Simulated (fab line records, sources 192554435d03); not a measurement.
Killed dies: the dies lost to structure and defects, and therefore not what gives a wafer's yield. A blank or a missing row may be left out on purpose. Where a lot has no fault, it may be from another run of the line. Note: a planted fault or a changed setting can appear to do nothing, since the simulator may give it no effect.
fab line records	flow n5Finfet
record: lots: 24	wafers: 72	lastDay: 17
route steps=1938 shown ZERO_LAYER@14 WELL_APT@29 FIN_SAQP@114 STI_FIN_REVEAL@183
lots that met no fault: from a run of the same line without faults
startH: hours from the record's opening day to when the first of the lot's shown wafers began	waitH: hours since the lot's step before	" the same as in the row above	L1.1+2: a row that stands for several wafers	- no value, or no start was given	* or withheld: withheld	< > ~ a bound
route shown NAME@n: NAME is a module with steps in the file, n the number in the route of the first one	usual: mean and standard deviation over wafers with no fault	same: alike in all rows	chamber/n: place in a boat	sites: readings site by site	_std_site: standard deviation across them	_edge_site: inner sites' mean taken away from outer sites' mean	radiusMm: how far each site lies from the wafer's centre	mask NAME#n: copy n	behind: tool/chamber where the wafer was last shaped	hold: the reason the lot was held/the length of the hold in hours/how it ended	device: whichever transistor did not switch (one of n, p or np)	end of line: the route-end tests of the same wafers	a step given without rows: its recipe and nothing more	killed: dies that structure and defects cost at the first sort, which is not the same as the wafer's yield	map: dies across one wafer; x = killed, . = not, _ = none there
set.NAME: setting as actually run; set.NAME@STEP: the setting as run at that earlier step	model.NAME: the simulator's own value behind a step, which no gauge read
the route's steps for a sample of lots (tables are steps, rows are wafers)
services: a tool's chamber out of use, with start hour (startH, from the record's first day; less than 0 if before it), hours out, and reason
== steps ==
step: N5_ZERO_LAYER_DESCUM_16
recipe: chemistry: O2	timeS: 7.9	sourcePowerW: 50	biasPowerW: 20	pressureMtorr: 20	rfFrequencyHz: 2.712e+07	tempC: 40	o2FlowSccm: 225
usual: drypumpMotorCurrentA: 5.75/0.26	oesProductAu: 0.79/0.086	rfVppV: 243.1/1.2	showerheadPlenumPTorr: 2.09/0.066	throttleValvePct: 20.47/0.27
lot.wafer	tool	chamber	startH	waitH	drypumpMotorCurrentA	oesProductAu	rfHoursCounterH	rfVppV	showerheadPlenumPTorr	throttleValvePct
L074.1	rieDiel-05	0	12.71	0.1	5.82	0.81	97	241.8	2.03	20.62
L074.2	"	1	"	"	5.72	0.78	111	242.4	2.09	19.91
L074.3	"	2	"	"	5.58	0.95	7	241.8	2.13	20.14
L075.2	rieDiel-05	0	19.23	0.5	5.84	0.80	100	240.6	2.03	20.62
L075.3	"	2	"	"	5.60	0.94	9	243.8	2.13	20.12
L075.6	"	2	"	"	5.58	0.93	-	244.1	2.13	20.16
L076.2	rieDiel-05	2	24.81	0.0	5.61	0.94	10	243.1	2.13	20.14
L076.5	"	3	"	"	6.13	0.70	-	241.2	1.98	20.85
L076.6	"	0	"	"	5.84	0.80	-	242.8	2.03	20.65
L077.1	rieDiel-05	2	31.80	1.1	5.59	0.94	13	245.0	2.13	20.14
L077.2	"	0	"	"	5.84	0.79	104	244.6	2.03	20.64
L077.5	"	2	"	"	5.58	0.94	-	243.9	2.13	20.15
L078.2	rieDiel-03	1	36.68	0.0	6.23	0.74	142	242.3	2.02	20.57
L078.4	"	1	"	"	6.24	0.74	-	243.0	2.02	20.59
L078.6	"	0	"	"	5.35	0.75	-	241.7	2.07	20.40
L079.1	rieDiel-05	3	42.98	0.2	6.14	0.70	226	241.5	1.97	20.85
L079.2	"	1	"	"	5.74	0.76	120	242.8	2.09	19.94
L079.4	"	0	"	"	5.86	0.80	107	243.0	2.03	20.63
L080.2	rieDiel-03	3	48.80	0.0	5.23	0.78	133	243.7	2.09	20.37
L080.3	"	0	"	"	5.43	0.75	154	243.6	2.07	20.41
L080.6	"	0	"	"	5.39	0.76	-	243.3	2.07	20.41
L081.1	rieDiel-06	0	54.68	0.0	5.84	0.76	113	243.4	2.10	20.64
L081.3	"	1	"	"	5.90	0.77	132	244.7	2.21	20.58
L081.6	"	1	"	"	5.94	0.76	-	244.7	2.21	20.56
L082.2	rieDiel-06	2	60.81	0.0	5.51	0.73	175	243.6	2.09	20.41
L082.3	"	1	"	"	5.90	0.76	134	246.0	2.21	20.55
L082.6	"	0	"	"	5.84	0.76	-	242.7	2.10	20.62
L083.3	rieDiel-05	2	66.80	0.0	5.61	0.90	24	243.6	2.13	20.16
L083.4	"	2	"	"	5.57	0.90	-	242.8	2.13	20.16
L083.5	"	1	"	"	5.70	0.76	-	243.4	2.09	19.94
L084.1	rieDiel-05	0	72.80	0.0	5.84	0.80	112	241.5	2.02	20.64
L084.2	"	1	"	"	5.71	0.76	128	243.6	2.08	19.96
L084.4	"	3	"	"	6.11	0.69	236	240.8	1.97	20.87
L085.1	rieDiel-06	3	78.92	0.2	5.79	0.97	8	243.4	2.15	20.64
L085.4	"	0	"	"	5.84	0.76	-	242.6	2.10	20.64
L085.5	"	3	"	"	5.79	0.97	-	244.2	2.15	20.64
L086.2	rieDiel-03	3	84.68	0.0	5.24	0.78	143	244.0	2.08	20.38
L086.3	"	1	"	"	6.24	0.73	157	242.6	2.01	20.60
L086.4	"	2	"	"	5.52	0.68	245	240.3	1.99	20.71
L087.4	rieDiel-06	1	90.80	0.0	5.88	0.76	145	245.7	2.20	20.59
L087.5	"	0	"	"	5.82	0.76	-	243.1	2.10	20.66
L087.6	"	1	"	"	5.91	0.75	-	245.9	2.20	20.59
L088.2	rieDiel-05	1	96.90	0.3	5.73	0.74	135	245.0	2.08	19.96
L088.4	"	3	"	"	6.11	0.68	242	240.9	1.97	20.89
L088.6	"	0	"	"	5.85	0.79	-	241.5	2.02	20.65
L089.2	rieDiel-06	0	102.70	0.0	5.84	0.75	128	244.2	2.10	20.66
L089.3	"	1	"	"	5.93	0.76	148	242.7	2.20	20.58
L089.6	"	2	"	"	5.51	0.72	-	244.7	2.09	20.43
L090.4	rieDiel-05	1	108.81	0.0	5.75	0.75	138	243.5	2.08	19.96
L090.5	"	2	"	"	5.57	0.89	-	243.5	2.12	20.20
L090.6	"	1	"	"	5.74	0.75	-	242.3	2.08	19.96
L091.1	rieDiel-03	1	114.90	0.3	6.18	0.72	167	241.9	2.01	20.61
L091.4	"	0	"	"	5.38	0.72	-	244.5	2.06	20.44
L091.5	"	3	"	"	5.24	0.77	-	242.9	2.08	20.41
L092.1	rieDiel-06	2	120.68	0.0	5.54	0.71	192	243.2	2.09	20.42
L092.2	"	0	"	"	5.82	0.75	134	242.6	2.10	20.67
L092.4	"	1	"	"	5.90	0.75	153	244.8	2.20	20.58
L093.1	rieDiel-06	3	127.02	0.4	5.83	0.94	23	245.1	2.14	20.67
L093.3	"	2	"	"	5.51	0.71	193	243.2	2.09	20.43
L093.4	"	0	"	"	5.83	0.74	135	243.5	2.10	20.68
L094.4	rieDiel-06	1	132.68	0.0	5.95	0.74	156	243.4	2.20	20.61
L094.5	"	1	"	"	5.92	0.74	-	243.6	2.20	20.60
L094.6	"	0	"	"	5.83	0.74	-	242.7	2.10	20.67
L095.2	rieDiel-03	0	138.69	0.0	5.39	0.72	183	242.0	2.06	20.44
L095.3	"	1	"	"	6.22	0.72	175	241.9	2.01	20.61
L095.5	"	0	"	"	5.41	0.72	-	242.1	2.06	20.46
L096.1	rieDiel-05	0	144.95	0.3	5.84	0.77	133	241.4	2.02	20.68
L096.2	"	1	"	"	5.76	0.75	150	243.3	2.08	19.96
L096.3	"	2	"	"	5.58	0.87	48	243.9	2.12	20.21
L097.3	rieDiel-05	0	150.71	0.0	5.84	0.77	134	242.6	2.02	20.68
L097.4	"	0	"	"	5.86	0.77	-	241.6	2.02	20.68
L097.6	"	1	"	"	5.72	0.74	-	242.3	2.08	19.97
step: N5_WELL_APT_OVL_MEAS_09
recipe: pointsPerWafer: 44
usual: NWELL_OVL: -4/5
lot.wafer	tool	chamber	startH	waitH	NWELL_OVL[nm]
L074.1	overlay-02	0	13.61	0.0	-6
L074.2	"	0	"	"	-1
L074.3	"	0	"	"	-10
L075.2	overlay-02	0	20.31	0.0	1
L075.3	"	0	"	"	3
L075.6	"	0	"	"	-3
L076.2	overlay-02	0	25.72	0.0	-8
L076.5	"	0	"	"	-10
L076.6	"	0	"	"	-12
L077.1	overlay-02	0	32.71	0.0	-8
L077.2	"	0	"	"	-5
L077.5	"	0	"	"	-5
L078.2	overlay-01	0	37.59	0.0	-7
L078.4	"	0	"	"	-9
L078.6	"	0	"	"	-2
L079.1	overlay-01	0	44.01	0.0	2
L079.2	"	0	"	"	1
L079.4	"	0	"	"	1
L080.2	overlay-01	0	49.85	0.0	-3
L080.3	"	0	"	"	-3
L080.6	"	0	"	"	-4
L081.1	overlay-02	0	55.59	0.0	-6
L081.3	"	0	"	"	-5
L081.6	"	0	"	"	-2
L082.2	overlay-01	0	61.71	0.0	-2
L082.3	"	0	"	"	-2
L082.6	"	0	"	"	-3
L083.3	overlay-01	0	67.71	0.0	-11
L083.4	"	0	"	"	-7
L083.5	"	0	"	"	-10
L084.1	overlay-02	0	73.84	0.0	-11
L084.2	"	0	"	"	-3
L084.4	"	0	"	"	-13
L085.1	overlay-01	0	79.97	0.0	-11
L085.4	"	0	"	"	-6
L085.5	"	0	"	"	-1
L086.2	overlay-02	0	85.71	0.0	8
L086.3	"	0	"	"	-3
L086.4	"	0	"	"	1
L087.4	overlay-01	0	91.84	0.0	-13
L087.5	"	0	"	"	-13
L087.6	"	0	"	"	-13
L088.2	overlay-02	0	97.81	0.0	-4
L088.4	"	0	"	"	-5
L088.6	"	0	"	"	0
L089.2	overlay-02	0	103.73	0.0	-7
L089.3	"	0	"	"	-8
L089.6	"	0	"	"	-2
L090.4	overlay-01	0	109.84	0.0	-1
L090.5	"	0	"	"	-7
L090.6	"	0	"	"	-4
L091.1	overlay-02	0	115.93	0.0	1
L091.4	"	0	"	"	-8
L091.5	"	0	"	"	3
L092.1	overlay-02	0	121.59	0.0	5
L092.2	"	0	"	"	1
L092.4	"	0	"	"	6
L093.1	overlay-01	0	127.97	0.0	-5
L093.3	"	0	"	"	-3
L093.4	"	0	"	"	-7
L094.4	overlay-02	0	133.59	0.0	-1
L094.5	"	0	"	"	4
L094.6	"	0	"	"	-6
L095.2	overlay-02	0	139.60	0.0	-6
L095.3	"	0	"	"	-2
L095.5	"	0	"	"	-2
L096.1	overlay-02	0	145.86	0.0	10
L096.2	"	0	"	"	0
L096.3	"	0	"	"	-1
L097.3	overlay-01	0	151.61	0.0	5
L097.4	"	0	"	"	-3
L097.6	"	0	"	"	-1
step: N5_FIN_SAQP_DESCUM_21
recipe: chemistry: O2	timeS: 7.9	sourcePowerW: 50	biasPowerW: 20	pressureMtorr: 20	rfFrequencyHz: 2.712e+07	tempC: 40	resist: CAR-ArF	o2FlowSccm: 225
usual: drypumpMotorCurrentA: 5.9/0.35	oesProductAu: 0.78/0.081	rfVppV: 243.7/1.1	showerheadPlenumPTorr: 2.13/0.043	throttleValvePct: 20.49/0.28
lot.wafer	tool	chamber	startH	waitH	drypumpMotorCurrentA	oesProductAu	rfHoursCounterH	rfVppV	showerheadPlenumPTorr	throttleValvePct
L074.1	rieDiel-02	2	22.12	0.2	6.0	0.86	44	244.4	2.14	20.12
L074.2	"	3	"	"	5.6	0.74	159	245.1	2.16	20.28
L074.3	"	1	"	"	6.3	0.71	234	244.1	2.16	20.90
L075.2	rieDiel-02	1	27.87	0.0	6.2	0.71	238	244.9	2.16	20.88
L075.3	"	3	"	"	5.6	0.74	163	245.8	2.16	20.31
L075.6	"	3	"	"	5.6	0.74	-	243.7	2.16	20.29
L076.2	rieDiel-01	3	34.31	0.0	5.6	0.86	64	242.7	2.14	20.74
L076.5	"	2	"	"	6.5	0.72	-	243.4	2.15	20.30
L076.6	"	3	"	"	5.6	0.87	-	243.5	2.14	20.74
L077.1	rieDiel-02	3	40.08	0.0	5.6	0.74	168	243.2	2.16	20.30
L077.2	"	2	"	"	6.0	0.86	51	245.8	2.14	20.11
L077.5	"	2	"	"	6.0	0.85	-	243.4	2.14	20.12
L078.2	rieDiel-02	2	45.70	0.0	6.1	0.85	54	243.3	2.14	20.14
L078.4	"	1	"	"	6.3	0.70	-	245.3	2.16	20.90
L078.6	"	3	"	"	5.6	0.74	-	244.6	2.16	20.30
L079.1	rieDiel-02	2	52.06	0.0	6.0	0.84	57	243.1	2.14	20.12
L079.2	"	3	"	"	5.6	0.73	173	243.3	2.16	20.30
L079.4	"	3	"	"	5.6	0.74	-	244.8	2.16	20.30
L080.2	rieDiel-02	3	57.50	0.0	5.6	0.73	175	243.9	2.16	20.32
L080.3	"	1	"	"	6.3	0.70	249	244.3	2.16	20.90
L080.6	"	3	"	"	5.7	0.74	-	244.7	2.15	20.29
L081.1	rieDiel-04	2	63.34	0.0	5.4	0.70	197	243.1	2.18	20.74
L081.3	"	3	"	"	5.2	0.75	190	243.2	2.07	20.67
L081.6	"	3	"	"	5.2	0.74	-	243.0	2.07	20.68
L082.2	rieDiel-01	2	70.90	0.2	6.5	0.71	213	244.6	2.14	20.33
L082.3	"	3	"	"	5.6	0.85	79	243.4	2.13	20.78
L082.6	"	3	"	"	5.6	0.85	-	245.2	2.13	20.77
L083.3	rieDiel-04	3	77.47	1.6	5.2	0.73	198	242.8	2.06	20.71
L083.4	"	0	"	"	5.8	0.67	247	244.4	2.14	20.23
L083.5	"	0	"	"	5.9	0.68	-	244.3	2.14	20.23
L084.1	rieDiel-01	3	82.07	0.0	5.6	0.84	84	244.7	2.13	20.78
L084.2	"	0	"	"	5.9	0.75	174	242.1	2.02	20.86
L084.4	"	2	"	"	6.5	0.71	218	243.2	2.14	20.33
L085.1	rieDiel-01	1	91.69	0.3	5.8	0.68	242	242.9	2.15	20.62
L085.4	"	3	"	"	5.6	0.84	88	242.9	2.13	20.79
L085.5	"	2	"	"	6.5	0.71	-	244.8	2.14	20.33
L086.2	rieDiel-04	3	93.37	0.3	5.2	0.72	206	243.7	2.06	20.71
L086.3	"	2	"	"	5.4	0.68	-	243.7	2.18	20.77
L086.4	"	3	"	"	5.2	0.72	-	243.5	2.06	20.71
L087.4	rieDiel-02	2	102.29	0.5	6.0	0.83	70	243.7	2.13	20.16
L087.5	"	3	"	"	5.6	0.73	-	244.1	2.15	20.33
L087.6	"	2	"	"	6.0	0.83	-	242.0	2.13	20.15
L088.2	rieDiel-02	0	107.17	0.5	5.9	0.78	134	243.4	2.11	20.64
L088.4	"	3	"	"	5.6	0.73	188	244.5	2.15	20.32
L088.6	"	0	"	"	5.9	0.78	-	242.5	2.11	20.65
L089.2	rieDiel-02	2	112.01	0.0	6.0	0.83	74	243.7	2.13	20.16
L089.3	"	1	"	"	6.3	0.95	11	245.2	2.15	20.51
L089.6	"	3	"	"	5.6	0.72	-	245.0	2.15	20.32
L090.4	rieDiel-02	3	119.10	0.0	5.6	0.71	193	244.0	2.15	20.33
L090.5	"	0	"	"	5.9	0.78	-	243.6	2.11	20.65
L090.6	"	3	"	"	5.6	0.71	-	244.4	2.15	20.33
L091.1	rieDiel-02	2	125.40	1.2	6.0	0.83	79	242.4	2.13	20.16
L091.4	"	1	"	"	6.2	0.93	16	245.1	2.15	20.51
L091.5	"	3	"	"	5.6	0.72	-	244.3	2.15	20.34
L092.1	rieDiel-02	0	131.92	0.0	5.9	0.78	145	243.0	2.10	20.67
L092.2	"	1	"	"	6.3	0.93	19	245.0	2.15	20.52
L092.4	"	2	"	"	6.0	0.82	81	244.2	2.13	20.17
L093.1	rieDiel-01	2	136.70	0.9	6.5	0.69	242	245.0	2.13	20.36
L093.3	"	0	"	"	5.9	0.73	198	241.2	2.01	20.89
L093.4	"	3	"	"	5.6	0.82	-	241.7	2.12	20.83
L094.4	rieDiel-04	0	142.11	0.0	5.9	0.96	5	244.6	2.14	19.88
L094.5	"	0	"	"	5.9	0.97	-	245.0	2.14	19.88
L094.6	"	3	"	"	5.2	0.71	-	242.1	2.06	20.72
L095.2	rieDiel-02	0	147.50	0.3	5.9	0.77	151	242.5	2.10	20.67
L095.3	"	1	"	"	6.3	0.90	25	243.8	2.15	20.52
L095.5	"	1	"	"	6.2	0.90	-	243.4	2.15	20.53
L096.1	rieDiel-04	0	153.48	0.0	5.9	0.95	9	243.1	2.14	19.87
L096.2	"	3	"	"	5.2	0.71	223	244.1	2.06	20.74
L096.3	"	1	"	"	6.6	0.84	53	242.6	2.04	20.36
L097.3	rieDiel-01	0	159.52	0.0	5.9	0.72	207	241.8	2.01	20.92
L097.4	"	3	"	"	5.6	0.80	-	244.1	2.12	20.84
L097.6	"	0	"	"	5.9	0.73	-	241.7	2.01	20.91
step: N5_STI_FIN_REVEAL_ALD_00
recipe: material: SiO2	targetThkA: 10	tempC: 300	aldPrecursorFamily: BDEAS	aldCoReactant: O2-plasma	pulseTimeS: 1	pressureTorr: 2
usual: heaterPowerOuterW: 249/31	heaterPowerW: 447/56	precursorPulseHeightRel: 0.999/0.018
lot.wafer	tool	chamber	startH	waitH	heaterPowerOuterW	heaterPowerW	precursorPulseHeightRel
L074.1	aldSin-03	2	29.03	0.4	252	461	0.981
L074.2	"	1	"	"	264	476	0.938
L074.3	"	3	"	"	256	427	1.017
L075.2	aldSin-01	3	34.28	0.0	242	407	0.981
L075.3	"	1	"	"	225	374	0.991
L075.6	"	1	"	"	227	373	0.996
L076.2	aldSin-02	3	41.79	1.8	226	405	1.028
L076.5	"	3	"	"	217	404	1.001
L076.6	"	0	"	"	306	527	1.016
L077.1	aldSin-03	2	47.18	1.0	255	469	0.976
L077.2	"	3	"	"	251	439	0.975
L077.5	"	0	"	"	253	430	1.013
L078.2	aldSin-03	3	51.39	0.1	249	433	0.990
L078.4	"	2	"	"	262	474	1.005
L078.6	"	2	"	"	259	486	0.992
L079.1	aldSin-03	3	58.00	0.0	253	439	0.985
L079.2	"	1	"	"	269	490	0.999
L079.4	"	0	"	"	259	416	0.995
L080.2	aldSin-01	0	64.23	0.6	198	405	1.003
L080.3	"	1	"	"	223	396	0.952
L080.6	"	1	"	"	224	387	1.026
L081.1	aldSin-01	3	69.58	0.3	243	407	1.000
L081.3	"	1	"	"	225	385	0.974
L081.6	"	0	"	"	197	393	1.030
L082.2	aldSin-02	1	78.32	0.0	219	391	1.004
L082.3	"	3	"	"	228	412	1.006
L082.6	"	3	"	"	222	413	0.968
L083.3	aldSin-01	1	83.95	0.4	229	400	0.999
L083.4	"	0	"	"	195	393	0.983
L083.5	"	0	"	"	200	403	0.988
L084.1	aldSin-01	0	88.84	0.2	196	390	1.010
L084.2	"	2	"	"	288	550	0.995
L084.4	"	1	"	"	229	393	1.020
L085.1	aldSin-02	0	100.32	2.0	303	526	0.984
L085.4	"	0	"	"	302	535	0.987
L085.5	"	1	"	"	223	386	1.031
L086.2	aldSin-02	1	100.58	0.5	218	391	0.984
L086.3	"	3	"	"	225	415	1.007
L086.4	"	0	"	"	304	526	1.036
L087.4	aldSin-02	2	109.00	0.2	231	411	0.988
L087.5	"	2	"	"	224	417	0.992
L087.6	"	1	"	"	220	394	1.036
L088.2	aldSin-03	3	113.07	0.0	254	427	1.044
L088.4	"	2	"	"	255	457	0.973
L088.6	"	1	"	"	268	488	1.006
L089.2	aldSin-01	1	118.02	0.1	228	394	0.985
L089.3	"	2	"	"	299	563	0.979
L089.6	"	2	"	"	287	571	1.024
L090.4	aldSin-02	0	125.82	0.0	304	548	0.988
L090.5	"	3	"	"	225	402	0.994
L090.6	"	0	"	"	314	554	0.997
L091.1	aldSin-03	0	131.80	0.0	243	412	0.990
L091.4	"	2	"	"	247	472	0.970
L091.5	"	1	"	"	273	489	1.019
L092.1	aldSin-02	0	137.85	0.0	300	544	0.962
L092.2	"	3	"	"	220	417	0.975
L092.4	"	2	"	"	228	412	0.983
L093.1	aldSin-02	1	143.31	0.0	221	400	1.001
L093.3	"	3	"	"	228	425	0.996
L093.4	"	2	"	"	231	418	1.009
L094.4	aldSin-03	3	147.88	0.0	257	437	1.022
L094.5	"	1	"	"	263	483	1.002
L094.6	"	2	"	"	264	465	1.008
L095.2	aldSin-02	0	153.43	0.0	306	541	0.982
L095.3	"	3	"	"	229	429	0.975
L095.5	"	2	"	"	233	417	0.985
L096.1	aldSin-03	0	159.00	0.0	244	411	1.013
L096.2	"	1	"	"	276	484	1.001
L096.3	"	3	"	"	257	437	1.004
L097.3	aldSin-02	0	166.19	0.8	304	529	0.996
L097.4	"	2	"	"	224	422	1.000
L097.6	"	0	"	"	305	544	0.989
step: N5_STI_FIN_REVEAL_CMP_04
recipe: stopOn: Si3N4	tOverpolishS: 4	downForcePsi: 2	platenRpm: 54.18	postCmpClean: alkalineBrush	padVelocityMS: 1.078	targetThkNm: 131.83
usual: motorCurrentA: 8.1/0.55	overpolishRunS: 4.000/0.0089	padLifeWafers: 1207/600	slurryFilterDpKPa: 13.49/0.14	timeToEndpointS: 108/6.3
lot.wafer	tool	chamber	startH	waitH	motorCurrentA	overpolishRunS	padLifeWafers	slurryFilterDpKPa	timeToEndpointS
L074.1	cmp-04	3	34.12	0.0	7.1	4.003	1890	13.45	109
L074.2	"	0	"	"	8.6	3.989	1891	13.54	116
L074.3	"	2	"	"	8.1	4.010	1893	13.31	108
L075.3	cmp-02	2	39.38	0.0	8.5	4.009	552	13.55	104
L075.2	"	1	"	"	8.9	4.001	555	13.51	105
L075.6	"	3	"	"	7.9	3.994	-	13.53	102
L076.2	cmp-03	2	47.48	0.0	8.6	3.998	1392	13.50	108
L076.5	"	2	"	"	8.4	4.005	-	13.78	111
L076.6	"	3	"	"	7.7	4.006	-	13.33	117
L077.2	cmp-03	2	53.44	0.1	8.6	4.007	1447	13.38	107
L077.1	"	0	"	"	7.8	4.005	1449	13.49	108
L077.5	"	1	"	"	8.0	4.003	-	13.55	113
L078.2	cmp-04	2	56.51	0.1	8.2	4.008	13	13.55	101
L078.4	"	0	"	"	8.5	3.984	15	13.59	106
L078.6	"	1	"	"	7.3	3.998	-	13.59	100
L079.2	cmp-02	2	63.11	0.0	8.5	3.996	756	13.71	109
L079.1	"	3	"	"	8.0	4.001	757	13.34	107
L079.4	"	1	"	"	8.7	4.000	759	13.35	108
L080.3	cmp-03	1	69.36	0.1	8.1	3.996	1573	13.38	111
L080.2	"	3	"	"	7.4	4.010	1575	13.52	116
L080.6	"	1	"	"	7.9	4.006	-	13.53	119
L081.3	cmp-04	1	74.74	0.1	7.5	3.989	169	13.39	97
L081.1	"	3	"	"	7.6	4.024	171	13.44	98
L081.6	"	0	"	"	8.5	4.013	-	13.31	102
L082.3	cmp-02	2	83.45	0.1	9.3	4.004	889	13.60	104
L082.2	"	3	"	"	8.1	3.989	890	13.48	99
L082.6	"	1	"	"	8.5	3.993	-	13.50	105
L083.4	cmp-03	3	89.04	0.0	6.9	4.014	1734	13.34	121
L083.3	"	2	"	"	8.5	3.997	1737	13.63	117
L083.5	"	3	"	"	7.6	3.983	-	13.35	125
L084.2	cmp-02	1	93.93	0.0	9.2	3.997	978	13.38	112
L084.4	"	2	"	"	8.5	3.993	979	13.45	114
L084.1	"	0	"	"	8.6	3.997	981	13.62	104
L085.4	cmp-03	3	105.40	0.0	7.2	4.020	1818	13.27	119
L085.1	"	0	"	"	8.3	4.009	1819	13.37	114
L085.5	"	3	"	"	7.1	4.001	-	13.60	119
L086.2	cmp-04	2	105.67	0.0	8.2	3.990	426	13.63	104
L086.3	"	0	"	"	8.3	3.995	428	13.44	110
L086.4	"	1	"	"	7.3	3.993	429	13.66	100
L087.4	cmp-03	2	114.09	0.0	8.5	3.998	1872	13.48	113
L087.6	"	2	"	"	8.4	4.000	-	13.11	110
L087.5	"	3	"	"	7.1	4.003	-	13.23	119
L088.2	cmp-03	3	118.16	0.0	7.6	3.994	1908	13.34	116
L088.4	"	2	"	"	8.7	3.995	1911	13.27	109
L088.6	"	0	"	"	7.9	3.996	-	13.64	116
L089.2	cmp-03	0	123.11	0.0	7.9	3.989	1950	13.33	117
L089.3	"	2	"	"	8.7	4.004	1952	13.52	111
L089.6	"	1	"	"	7.9	4.005	-	13.54	121
L090.4	cmp-03	1	131.02	0.1	7.7	4.007	2007	13.47	118
L090.6	"	2	"	"	9.0	3.987	-	13.41	113
L090.5	"	3	"	"	7.6	4.002	-	13.66	120
L091.1	cmp-04	2	136.90	0.0	8.1	3.998	648	13.54	99
L091.4	"	0	"	"	8.0	4.000	650	13.48	104
L091.5	"	2	"	"	8.3	3.996	-	13.69	103
L092.2	cmp-02	0	142.93	0.0	8.2	3.994	1362	13.72	101
L092.4	"	2	"	"	9.0	3.998	1364	13.57	106
L092.1	"	3	"	"	8.2	4.001	1365	13.29	101
L093.1	cmp-04	3	148.40	0.0	7.5	3.995	756	13.48	103
L093.3	"	1	"	"	7.7	4.004	758	13.48	99
L093.4	"	2	"	"	7.8	3.998	759	13.70	105
L094.4	cmp-04	3	153.09	0.2	7.2	3.977	789	13.37	100
L094.5	"	0	"	"	8.7	3.988	-	13.42	103
L094.6	"	1	"	"	7.6	4.019	-	13.55	102
L095.3	cmp-04	1	158.56	0.1	7.4	4.006	847	13.33	101
L095.2	"	2	"	"	8.2	4.010	848	13.68	105
L095.5	"	0	"	"	8.2	4.002	-	13.74	106
L096.2	cmp-02	1	164.09	0.0	8.8	4.014	1554	13.62	113
L096.3	"	2	"	"	9.0	3.994	1555	13.68	113
L096.1	"	0	"	"	7.8	4.001	1557	13.63	107
L097.4	cmp-02	2	171.33	0.1	8.8	4.004	1615	13.86	106
L097.3	"	3	"	"	7.9	4.002	1616	13.78	105
L097.6	"	1	"	"	8.7	3.998	-	13.27	109
step: N5_STI_FIN_REVEAL_OXIDATION_31
recipe: chemistry: O2_PLASMA_REMOTE	tempC: 150	timeS: 20	pressureMtorr: 1000	sourcePowerW: 2000	o2FlowSccm: 3000
usual: drypumpMotorCurrentA: 5.43/0.12	heaterPowerW: 155/21
lot.wafer	tool	chamber	startH	waitH	drypumpMotorCurrentA	heaterPowerW	rfHoursCounterH
L074.1	plasmaAsher-01	0	37.19	0.0	5.38	139	81
L074.2	"	1	"	"	5.61	139	81
L074.3	"	1	"	"	5.61	138	-
L075.2	plasmaAsher-02	1	42.67	0.0	5.28	139	31
L075.3	"	0	"	"	5.47	189	-
L075.6	"	0	"	"	5.47	187	-
L076.2	plasmaAsher-02	0	50.59	0.0	5.50	187	32
L076.5	"	1	"	"	5.27	145	-
L076.6	"	0	"	"	5.51	191	-
L077.1	plasmaAsher-01	1	56.96	0.0	5.64	139	84
L077.2	"	0	"	"	5.35	142	84
L077.5	"	1	"	"	5.63	137	-
L078.2	plasmaAsher-02	0	59.43	0.0	5.50	186	34
L078.4	"	0	"	"	5.48	185	-
L078.6	"	0	"	"	5.48	191	-
L079.1	plasmaAsher-02	0	66.08	0.0	5.52	187	36
L079.2	"	1	"	"	5.32	139	36
L079.4	"	0	"	"	5.52	184	-
L080.2	plasmaAsher-01	1	72.75	0.1	5.62	140	88
L080.3	"	0	"	"	5.37	138	-
L080.6	"	0	"	"	5.37	137	-
L081.1	plasmaAsher-01	1	77.71	0.0	5.61	139	89
L081.3	"	1	"	"	5.63	137	-
L081.6	"	0	"	"	5.36	135	-
L082.2	plasmaAsher-01	1	86.44	0.1	5.64	137	90
L082.3	"	1	"	"	5.62	141	-
L082.6	"	1	"	"	5.63	138	-
L083.3	plasmaAsher-02	1	92.25	0.1	5.35	140	-
L083.4	"	0	"	"	5.52	187	-
L083.5	"	0	"	"	5.53	187	-
L084.1	plasmaAsher-02	1	97.04	0.0	5.30	142	42
L084.2	"	0	"	"	5.53	180	42
L084.4	"	1	"	"	5.30	142	-
L085.1	plasmaAsher-02	1	108.35	0.0	5.30	143	44
L085.4	"	1	"	"	5.33	145	-
L085.5	"	1	"	"	5.30	144	-
L086.2	plasmaAsher-02	1	108.71	0.0	5.32	142	44
L086.3	"	1	"	"	5.30	143	-
L086.4	"	0	"	"	5.49	189	-
L087.4	plasmaAsher-02	0	117.21	0.1	5.50	186	-
L087.5	"	0	"	"	5.51	188	-
L087.6	"	1	"	"	5.29	143	-
L088.2	plasmaAsher-02	1	121.11	0.0	5.29	145	46
L088.4	"	0	"	"	5.52	186	-
L088.6	"	1	"	"	5.30	142	-
L089.2	plasmaAsher-01	0	126.12	0.0	5.38	139	98
L089.3	"	1	"	"	5.62	138	-
L089.6	"	0	"	"	5.33	139	-
L090.4	plasmaAsher-02	1	134.10	0.1	5.34	143	-
L090.5	"	1	"	"	5.33	144	-
L090.6	"	0	"	"	5.53	183	-
L091.1	plasmaAsher-02	1	139.96	0.0	5.31	145	48
L091.4	"	0	"	"	5.47	187	-
L091.5	"	1	"	"	5.32	144	-
L092.1	plasmaAsher-01	1	146.01	0.0	5.60	137	103
L092.2	"	0	"	"	5.34	138	103
L092.4	"	0	"	"	5.33	137	-
L093.1	plasmaAsher-02	0	151.49	0.0	5.49	186	51
L093.3	"	1	"	"	5.30	145	-
L093.4	"	0	"	"	5.51	187	-
L094.4	plasmaAsher-02	0	156.02	0.1	5.51	188	-
L094.5	"	1	"	"	5.34	143	-
L094.6	"	0	"	"	5.50	181	-
L095.2	plasmaAsher-01	0	161.50	0.0	5.37	139	107
L095.3	"	0	"	"	5.35	137	-
L095.5	"	0	"	"	5.36	139	-
L096.1	plasmaAsher-01	0	167.21	0.0	5.36	140	108
L096.2	"	1	"	"	5.62	142	108
L096.3	"	0	"	"	5.35	137	-
L097.3	plasmaAsher-02	1	174.31	0.1	5.28	141	-
L097.4	"	0	"	"	5.49	185	-
L097.6	"	1	"	"	5.31	142	-
== services ==
tool	chamber	startH	hours	kind
aldSin-03	-	-9.01	1.2	repair
cmp-03	-	-6.73	1.4	repair
cmp-04	-	-6.17	6.2	pm
aldSin-02	-	-5.99	14.0	pm
aldSin-03	-	-1.27	2.8	pm
rieDiel-02	2	3.81	1.6	repair
rieDiel-02	0	11.73	46.7	repair
plasmaAsher-01	-	14.82	1.4	repair
rieDiel-06	-	16.29	2.8	pm
rieDiel-05	-	23.95	0.3	repair
rieDiel-02	2	28.82	5.0	repair
aldSin-03	-	37.49	6.0	pm
aldSin-02	2	37.51	3.5	repair
cmp-04	-	50.43	4.0	pm
rieDiel-05	1	55.98	6.4	repair
rieDiel-05	0	58.55	9.7	repair
rieDiel-02	-	63.58	14.6	pm
aldSin-02	-	70.28	0.8	pm
aldSin-03	1	71.10	10.7	repair
cmp-03	-	90.09	2.3	repair
aldSin-02	1	93.30	6.1	repair
plasmaAsher-02	-	124.50	8.6	repair
rieDiel-05	2	147.57	7.4	repair
cmp-03	-	152.68	4.0	pm
== key ==
fault none
